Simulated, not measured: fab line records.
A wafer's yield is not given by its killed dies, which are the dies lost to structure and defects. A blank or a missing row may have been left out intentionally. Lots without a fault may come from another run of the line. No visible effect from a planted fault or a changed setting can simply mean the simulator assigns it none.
A lot that was struck, set against a sound lot | flow n5-finfet | 26 out of 1938 route steps
Sound: wafers L699.2, L699.4, L699.5. The struck wafers were L713.1, L713.5, L713.6. At the end, the cause is stated.
Order at every step that has rows: each side's tool, ch and its chambers, its first start. Under that, the readings that differ: sound wafers | struck wafers | difference of the means | sigmas: that difference in standard deviations of wafers without a fault.
alike: readings whose means differ by less than 2 such deviations, and words and numbers that are the same on both sides. not compared: withheld readings, readings that some wafer has no value for, bounds like >300 that may hide the same value, and numbers for which the record gives no deviation and whose values overlap.
A row with sigmas, a row that says differs or no value, or rows on one side alone: a step with any of these is where the two part. Non-overlapping numbers with no deviation appear without sigmas and do not part them. A reading missing from all wafers of one side parts the sides only when that side holds two or more wafers.

N5_BEOL_M15_INSPECT_12: inspects for defects (macro).
  sound on defect-inspect-01 at day 11 14:11; struck on defect-inspect-02 at day 14 14:59
  alike: raw-defect-count
N5_BEOL_M15_DESCUM_15: chemistry O2, time 7.9 s.
  sound on rie-diel-04 ch 0,1,3, day 11 14:49; struck on rie-diel-02 ch 0,1, day 14 15:01
  alike: drypump-motor-current-A, oes-product-au, rf-vpp-V, showerhead-plenum-p-Torr, throttle-valve-pct
  not compared: rf-hours-counter-h
then, 1 step without rows for these wafers: N5_BEOL_M15_ETCH_59 (etches BARC in N2/H2, target depth 89 nm, overetch 26.7 nm, time 67.9 s).
N5_BEOL_M15_VIA_ETCH_16: etches SiO2 in C4F8/O2/Ar, target depth 1792.2 nm.
  sound on rie-diel-04 ch 0,1,3, day 11 14:54; struck on rie-diel-02 ch 0,1, day 14 15:06
  alike: O2_flow_sccm, drypump-motor-current-A, oes-product-au, rf-vpp-V, showerhead-plenum-p-Torr, throttle-valve-pct
then, 1 step without rows for these wafers: N5_BEOL_M15_STRIP_63 (strips in O2).
N5_BEOL_M15_STRIP_64: strips in O2.
  sound on rie-diel-04 ch 0,1,3; struck on rie-diel-02 ch 0,1
  alike: drypump-motor-current-A, oes-product-au, rf-vpp-V, showerhead-plenum-p-Torr, throttle-valve-pct
  not compared: rf-hours-counter-h
then, 2 steps without rows for these wafers: N5_BEOL_M15_STRIP_65 (strips in post etch residue remover, time 60 s); N5_BEOL_M15_SRD_66 (time 30 s, dry time 30 s).
N5_BEOL_M15_CD_MEAS_17: the cd target is 360 nm.
  sound on cd-sem-03 at day 11 15:19; struck on cd-sem-02 at day 14 15:31
  alike: cd-nm
then, 1 step without rows for these wafers: N5_BEOL_M15_COAT_56 (time 60 s, resist thk 550 nm).
N5_BEOL_M15_ETCH_57: etches SOC in N2/H2, time 750 s.
  sound on rie-diel-06 ch 2,3, day 11 15:28; struck on rie-diel-02 ch 0,1,2, day 14 15:37
  alike: drypump-motor-current-A, oes-product-au, rf-vpp-V, showerhead-plenum-p-Torr, throttle-valve-pct
  not compared: rf-hours-counter-h
then, 1 step without rows for these wafers: N5_BEOL_M15_COAT_60 (time 60 s, resist thk 89 nm).
N5_BEOL_M15_COAT_22: resist thk 800 nm.
  sound on litho-track-02 ch 0, day 11 15:58; struck on litho-track-02 ch 0, day 14 16:07
  reading                                    | sound                | struck               | difference | sigmas
  spin-speed-rpm (rpm)                       | 1702.2 1702.3 1702.3 | 1777.1 1776.8 1779.2 | +75.4      | +58
  model.coat_of_BEOL_M15_COAT_22.thk-nm (nm) | 799 802.8 801        | 780.2 780 780.8      | -20.6      |
then, 6 steps without rows for these wafers: N5_BEOL_M15_EBR_24; N5_BEOL_M15_SOFTBAKE_23 (time 60 s); N5_BEOL_M15_EXPOSE_25 (exposes mask M15, target cd 400 nm); N5_BEOL_M15_PEB_26 (peb time 90 s); N5_BEOL_M15_DEVELOP_27 (develop time 45 s); N5_BEOL_M15_HARDBAKE_32 (time 120 s).
N5_BEOL_M15_CD_MEAS_28: the cd target is 407.6 nm.
  sound on cd-sem-02 ch 0, day 11 16:22; struck on cd-sem-01 ch 0, day 14 16:31
  reading    | sound             | struck            | difference | sigmas
  cd-nm (nm) | 406.4 403.7 406.4 | 411.3 408.1 408.0 | +3.6       | +2
N5_BEOL_M15_OVL_MEAS_29:
  sound on overlay-01 ch 0, day 11 16:23; struck on overlay-02 ch 0, day 14 16:32
  alike: M15_OVL
N5_BEOL_M15_INSPECT_30: inspects for defects (macro).
  sound on defect-inspect-02 at day 11 16:25; struck on defect-inspect-01 at day 14 16:34
  alike: raw-defect-count
then, 1 step without rows for these wafers: N5_BEOL_M15_DESCUM_33 (chemistry O2, time 7.9 s).
N5_BEOL_M15_ETCH_61: etches BARC in N2/H2, target depth 89 nm, overetch 26.7 nm, time 67.9 s.
  sound on rie-diel-06 ch 1,2, day 11 17:40; struck on rie-diel-02 ch 1,2,3, day 14 16:55
  alike: drypump-motor-current-A, oes-product-au, rf-vpp-V, showerhead-plenum-p-Torr, throttle-valve-pct
  not compared: rf-hours-counter-h
N5_BEOL_M15_TRENCH_ETCH_34: etches SiO2 in C4F8/O2/Ar, target depth 872.93 nm, time 199 s.
  sound on rie-diel-06 ch 1,2, day 11 17:43; struck on rie-diel-02 ch 1,2,3, day 14 16:58
  reading                                    | sound       | struck          | difference | sigmas
  model.coat_of_BEOL_M15_COAT_22.thk-nm (nm) | 541 548 541 | 523 530.2 519.4 | -19        |
  alike: O2_flow_sccm, drypump-motor-current-A, oes-product-au, rf-vpp-V, showerhead-plenum-p-Torr, throttle-valve-pct
  not compared: rf-hours-counter-h
N5_PASSIVATION_PROBE_49:
  the record has rows for the sound wafers here (prober-02, day 12 09:07) and none for the struck ones

== WHERE THEY PART ==
Last at N5_PASSIVATION_PROBE_49 as far as this record goes, first at N5_BEOL_M15_COAT_22.

WHY: what the simulator had put in
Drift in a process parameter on litho-track-02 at N5_BEOL_M15_COAT_22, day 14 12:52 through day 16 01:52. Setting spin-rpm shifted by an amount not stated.
